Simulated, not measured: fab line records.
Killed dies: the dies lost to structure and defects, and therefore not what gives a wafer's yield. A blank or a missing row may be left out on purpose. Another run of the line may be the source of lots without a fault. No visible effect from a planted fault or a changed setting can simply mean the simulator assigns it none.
What tool caused it? || flow n5 finfet || Sampling: 10 lots, 28 wafers, 4 of 1938 route steps

## WHAT THE GAUGES READ, wafer by wafer
N5_BEOL_M1_CD_MEAS_28: target cd y 23.3 nm.
{"lot": "L879", "measured": "day 6 11:51", "on": "cd sem-03", "cd nm (nm)": "24.02 24.19"}
{"lot": "L882", "measured": "day 7 01:28", "on": "cd sem-01", "cd nm (nm)": "23.95 24.48 24.14"}
{"lot": "L883", "measured": "day 7 01:54", "on": "cd sem-02", "cd nm (nm)": "24.20 24.41 24.26"}
{"lot": "L887", "measured": "day 8 03:11", "on": "cd sem-02", "cd nm (nm)": "23.76 23.68 24.17"}
{"lot": "L888", "measured": "day 8 10:23", "on": "cd sem-03", "cd nm (nm)": "23.96 24.02"}
{"lot": "L889", "measured": "day 8 17:16", "on": "cd sem-02", "cd nm (nm)": "18.68 24.13 23.69"}
{"lot": "L890", "measured": "day 9 07:26", "on": "cd sem-02", "cd nm (nm)": "20.37 24.20 24.13"}
{"lot": "L900", "measured": "day 11 09:26", "on": "cd sem-01", "cd nm (nm)": "23.41 23.83 24.05"}
{"lot": "L901", "measured": "day 11 14:00", "on": "cd sem-02", "cd nm (nm)": "23.41 24.01 24.19"}
{"lot": "L902", "measured": "day 11 23:49", "on": "cd sem-03", "cd nm (nm)": "23.84 23.99 24.11"}

## TOOL THAT RAN EACH LOT (tool first, then ch and the chambers of the sampled wafers, then the start)
{"lot": "L879", "N5_BEOL_M1_HM_DEP_02": "pvd sputter-02, day 6 10:26", "N5_BEOL_M1_STRIP_19": "rie diel-02 ch 2,3, day 6 11:28", "N5_BEOL_M1_EXPOSE_25": "euv scanner-01 ch 0, day 6 11:43"}
{"lot": "L882", "N5_BEOL_M1_HM_DEP_02": "pvd sputter-01, day 6 23:07", "N5_BEOL_M1_STRIP_19": "rie diel-02 ch 0,1,3, day 7 01:05", "N5_BEOL_M1_EXPOSE_25": "euv scanner-01 ch 0, day 7 01:19"}
{"lot": "L883", "N5_BEOL_M1_HM_DEP_02": "pvd sputter-02, day 6 23:56", "N5_BEOL_M1_STRIP_19": "rie diel-02 ch 0,1,2, day 7 01:31", "N5_BEOL_M1_EXPOSE_25": "euv scanner-01 ch 0, day 7 01:46"}
{"lot": "L887", "N5_BEOL_M1_HM_DEP_02": "pvd sputter-02, day 8 01:44", "N5_BEOL_M1_STRIP_19": "rie diel-05 ch 0,1, day 8 02:48", "N5_BEOL_M1_EXPOSE_25": "euv scanner-01 ch 0, day 8 03:02"}
{"lot": "L888", "N5_BEOL_M1_HM_DEP_02": "pvd sputter-01, day 8 09:05", "N5_BEOL_M1_STRIP_19": "rie diel-05 ch 2,3, day 8 10:00", "N5_BEOL_M1_EXPOSE_25": "euv scanner-01 ch 0, day 8 10:14"}
{"lot": "L889", "N5_BEOL_M1_HM_DEP_02": "pvd sputter-01, day 8 15:53", "N5_BEOL_M1_STRIP_19": "rie diel-06 ch 1,2,3, day 8 16:53", "N5_BEOL_M1_EXPOSE_25": "euv scanner-01 ch 0, day 8 17:07"}
{"lot": "L890", "N5_BEOL_M1_HM_DEP_02": "pvd sputter-01, day 9 06:00", "N5_BEOL_M1_STRIP_19": "rie diel-06 ch 0,3, day 9 07:02", "N5_BEOL_M1_EXPOSE_25": "euv scanner-01 ch 0, day 9 07:18"}
{"lot": "L900", "N5_BEOL_M1_HM_DEP_02": "pvd sputter-03, day 11 07:55", "N5_BEOL_M1_STRIP_19": "rie diel-05 ch 1,2,3, day 11 08:55", "N5_BEOL_M1_EXPOSE_25": "euv scanner-02 ch 0, day 11 09:17"}
{"lot": "L901", "N5_BEOL_M1_HM_DEP_02": "pvd sputter-01, day 11 12:42", "N5_BEOL_M1_STRIP_19": "rie diel-02 ch 0,3, day 11 13:37", "N5_BEOL_M1_EXPOSE_25": "euv scanner-02 ch 0, day 11 13:52"}
{"lot": "L902", "N5_BEOL_M1_HM_DEP_02": "pvd sputter-01, day 11 22:21", "N5_BEOL_M1_STRIP_19": "rie diel-05 ch 1,2,3, day 11 23:26", "N5_BEOL_M1_EXPOSE_25": "euv scanner-02 ch 0, day 11 23:41"}
- N5_BEOL_M1_HM_DEP_02: deposits TiN, target thk 20 nm.
- N5_BEOL_M1_STRIP_19: strips in O2.
- N5_BEOL_M1_EXPOSE_25: exposes mask V0, defocus 5 nm, target cd 24 nm.

## THE ANSWER, worked out from the rows above alone
Rule: what is usual is taken from the lots themselves. Put in order of their means at a reading, lots are off if they are a third of the lots or fewer, leave a main group of 4 or more, and stand apart from it by a gap of 3 or more times the standard deviation of the main group's means; of several such gaps the widest counts. A main group whose means are all the same, to the digits that the tables above print for the reading, isn't used. A lot without any number at a reading at which 4 lots or more have one is off too. Where the step has rows for the other lots, those lots are counted as sound.
Off: L889, L890 (N5_BEOL_M1_CD_MEAS_28, cd nm). For the main group the mean is 24.01 nm and the standard deviation 0.17.
If a tool, at a process step before that reading, ran all the lots that are off and no sound lot after the first of them, it fits. The gauges at N5_BEOL_M1_CD_MEAS_28 are tried like those tools. This does not decide it: 2 tools fit, namely rie diel-06 at N5_BEOL_M1_STRIP_19 and euv scanner-01 at N5_BEOL_M1_EXPOSE_25.

## WHAT WAS PUT IN BY THE SIMULATOR
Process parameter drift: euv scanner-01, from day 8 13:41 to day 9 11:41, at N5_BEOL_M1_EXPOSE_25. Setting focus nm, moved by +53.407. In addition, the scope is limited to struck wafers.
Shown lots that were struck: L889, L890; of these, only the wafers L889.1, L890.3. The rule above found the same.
